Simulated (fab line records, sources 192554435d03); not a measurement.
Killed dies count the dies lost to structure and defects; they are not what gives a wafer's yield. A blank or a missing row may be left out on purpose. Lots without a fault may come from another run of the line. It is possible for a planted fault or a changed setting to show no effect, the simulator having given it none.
Comparing a struck lot with a sound one ; flow n5 finfet ; 28 out of 1938 route steps
Sound: these wafers, L942.2, L942.4, L942.5. Struck: wafer L955.3 (left out: L955.1, L955.5 of the same lot, which were not struck); the cause appears at the end.
Each step with rows lists, per side, the tool, then ch with its chambers, then its first start. Under that, the readings that differ: sound wafers ; struck wafers ; difference of the means ; sigmas: that difference in standard deviations of wafers without a fault.
alike: readings with means less than 2 such deviations apart, plus words and numbers identical on both sides. not compared: withheld readings, readings lacking a value on some wafer, bounds such as >300 that could conceal the same value, and numbers that have no deviation in the record and whose values overlap.
Wherever a step has rows on one side only, a row that says differs or no value, or a row with sigmas, the two part there. Numbers that don't overlap but have no deviation are shown without sigmas and don't part them. A reading that every wafer of one side lacks parts them only if that side has two wafers or more.

first, 1 step without rows for these wafers: N5_BEOL_M1_ANNEAL_51 (time 90 s).
N5_BEOL_M1_CMP_52: polishes, stops on SiOC, t overpolish 6.8 s, target thk 40 nm.
  sound on cmp-02 ch 0,2,3, day 6 15:18; struck on cmp-02 ch 1, day 9 19:20
  alike: barrier field endpoint s, motor current A, overpolish run s, retaining ring pressure frac, time to endpoint s
N5_BEOL_M1_THK_MEAS_53: measures by xrf.
  sound: film metro-02 at day 6 15:34; struck: film metro-02 at day 9 19:35
  alike: M1_THK
then, 1 step without rows for these wafers: N5_BEOL_M1_PRE_CLEAN_60 (time 15 s).
N5_BEOL_M1_CO_CAP_55: material Co, precursor CCTBA/H2, target thk 2 nm, time 102.1 s.
  sound on cvd co-01 ch 0,2, day 6 15:39; struck on cvd co-02 ch 0, day 9 19:40
  alike: heater power w
then, 1 step without rows for these wafers: N5_BEOL_M1_PRE_CLEAN_56 (time 15 s).
N5_BEOL_M1_DEP_57: deposits SiCN from 3MS/NH3, target thk 8 nm, time 14 s.
  sound on pecvd-03 ch 0,1, day 6 15:48; struck on pecvd-02 ch 2, day 9 19:47
reading;sound;struck;difference;sigmas
throttle valve pct (%);9.4 9.5 9.0;8.4;-0.9;-2
  alike: showerhead plenum p Torr
N5_BEOL_M1_RS_MEAS_58: uses a four-point probe to measure.
  sound: film metro-02 at day 6 15:52; struck: film metro-02 at day 9 19:52
  alike: M1_RS
N5_BEOL_M1_INSPECT_59: inspects for defects (darkfield).
  sound: defect inspect-01 at day 6 15:54; struck: defect inspect-02 at day 9 19:53
  alike: raw defect count
N5_BEOL_M2_ILD_DEP_00: deposits SiOC from DEMS/O2, target thk 79 nm, time 15.3 s.
  sound on pecvd-01 ch 0,1,2, day 6 15:56; struck on pecvd-01 ch 0, day 9 19:55
  alike: heater power w, showerhead plenum p Torr, throttle valve pct
N5_BEOL_M2_THK_MEAS_01:
  sound: film metro-02 at day 6 16:00; struck: film metro-02 at day 9 20:00
  alike: M2_ILD_THK
then, 1 step without rows for these wafers: N5_BEOL_M2_PECVD_72 (deposits SiO2 from TEOS/O2, target thk 16 nm, time 18 s).
N5_BEOL_M2_HM_DEP_02: deposits TiN, target thk 20 nm.
  sound: pvd sputter-02 at day 6 17:38; struck: pvd sputter-03 at day 9 20:31
  alike: throttle valve pct
then, 9 steps without rows for these wafers: N5_BEOL_M2_COAT_61 (time 60 s, resist thk 60 nm); N5_BEOL_M2_COAT_62 (time 60 s, resist thk 12 nm); N5_BEOL_M2_COAT_73 (time 60 s, resist thk 5 nm); N5_BEOL_M2_COAT_05 (resist thk 30 nm); N5_BEOL_M2_EBR_07; N5_BEOL_M2_SOFTBAKE_06 (time 60 s); N5_BEOL_M2_EXPOSE_08 (exposes mask M2); N5_BEOL_M2_PEB_09 (peb time 60 s); N5_BEOL_M2_DEVELOP_10 (develop time 30 s).
N5_BEOL_M2_CD_MEAS_11 targets a cd of 16.79 nm.
  sound on cd sem-01 ch 0, day 6 18:09; struck on cd sem-01 ch 0, day 9 21:03
  alike: cd nm
N5_BEOL_M2_OVL_MEAS_12:
  sound on overlay-02 ch 0, day 6 18:11; struck on overlay-02 ch 0, day 9 21:05
  alike: M2_OVL
N5_BEOL_M2_INSPECT_13: inspects for defects (brightfield).
  sound: defect inspect-01 at day 6 18:14; struck: defect inspect-02 at day 9 21:08
reading;sound;struck;difference;sigmas
raw defect count;266 268 313;699;+417;+4
N5_BEOL_M2_DESCUM_16: chemistry O2, time 7 s.
  sound on rie diel-06 ch 0,1,3, day 6 18:39; struck on rie diel-05 ch 3, day 9 21:11
  alike: drypump motor current A, oes product au, rf vpp V, showerhead plenum p Torr, throttle valve pct
  not compared: rf hours counter h
N5_BEOL_M4_RC_MEAS_101:
  sound on prober-01 ch 0, day 7 17:47; struck on prober-01 ch 0, day 11 10:19
  alike: DIBL_N, DIBL_P, IOFF_N, IOFF_P, ION_N, ION_P, SS_N, SS_P, VT_N, VT_P
-- a jump in the record: the struck wafers' starts before and after are 5 days apart (it breaks off in module BEOL_M4 and resumes in module PASSIVATION, where the first step shown is number 1936 of the route) --
N5_PASSIVATION_PROBE_49:
  record: rows for the struck wafers here (prober-01, day 16 06:27), none for the sound ones

## WHERE THEY PART
Earliest at N5_BEOL_M1_DEP_57; latest, in this record, at N5_PASSIVATION_PROBE_49.

WHY: the cause the simulator had injected
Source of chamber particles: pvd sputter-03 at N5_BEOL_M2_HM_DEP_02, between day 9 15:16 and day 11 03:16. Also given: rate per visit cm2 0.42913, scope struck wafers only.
